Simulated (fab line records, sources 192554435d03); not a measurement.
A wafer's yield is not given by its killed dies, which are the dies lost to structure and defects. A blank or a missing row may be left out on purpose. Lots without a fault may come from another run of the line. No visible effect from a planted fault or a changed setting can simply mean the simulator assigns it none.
Chamber matching + flow n5_finfet + 3 sister chambers for N5_BEOL_M15_ILD_DEP_00 on pecvd-02
The step deposits SiO2 from TEOS/O2, target thk 1629.3 nm, time 346.1 s. 6 wafers are shown with their chamber, then 11 later ones without.

== EACH WAFER AND ITS CHAMBER ==
| wafer  | chamber | throttle_valve_pct (%) | heater_power_w (W) |
|--------|---------|------------------------|--------------------|
| L082.6 | 1       | 19.3                   | 547                |
| L084.2 | 0       | 18.0                   | 652                |
| L088.2 | 2       | 16.9                   | 511                |
| L088.4 | 0       | 17.8                   | 509                |
| L088.6 | 1       | 19.3                   | 708                |
| L090.4 | 2       | 17.0                   | 566                |

== WAFERS WHOSE CHAMBER IS MISSING ==
| wafer  | throttle_valve_pct (%) | heater_power_w (W) |
|--------|------------------------|--------------------|
| L090.5 | 18.4                   | 648                |
| L090.6 | 19.4                   | 548                |
| L094.4 | 18.0                   | 664                |
| L094.5 | 17.0                   | 440                |
| L094.6 | 19.3                   | 552                |
| L095.2 | 17.9                   | 597                |
| L095.3 | 17.1                   | 571                |
| L095.5 | 17.9                   | 670                |
| L096.1 | 17.6                   | 603                |
| L096.2 | 17.1                   | 535                |
| L096.3 | 19.4                   | 662                |

== WHICH CHAMBER EACH WENT THROUGH ==
| wafer  | from the rows above | in truth |
|--------|---------------------|----------|
| L090.5 | 0                   | 0        |
| L090.6 | 1                   | 1        |
| L094.4 | 0                   | 0        |
| L094.5 | 2                   | 2        |
| L094.6 | 1                   | 1        |
| L095.2 | 0                   | 0        |
| L095.3 | 2                   | 2        |
| L095.5 | 0                   | 0        |
| L096.1 | 0                   | 0        |
| L096.2 | 2                   | 2        |
| L096.3 | 1                   | 1        |
Correct placement for 11 of the 11. Can't be placed from these rows: 0. Number placed wrongly: 0.
How it was worked out, from the rows above alone: a wafer's distance from a chamber is the root of the sum, over the readings, of the square of ((its reading less the chamber's mean) divided by the reading's scatter). The wafer belongs to the nearest chamber; if the next one is less than 2 further off, it can't be placed. For every chamber, the mean is computed from those of its wafers that are shown. The scatter is the square root of a quotient: the sum, over the shown wafers, of each reading's squared deviation from its chamber's mean, divided by wafers minus chambers.
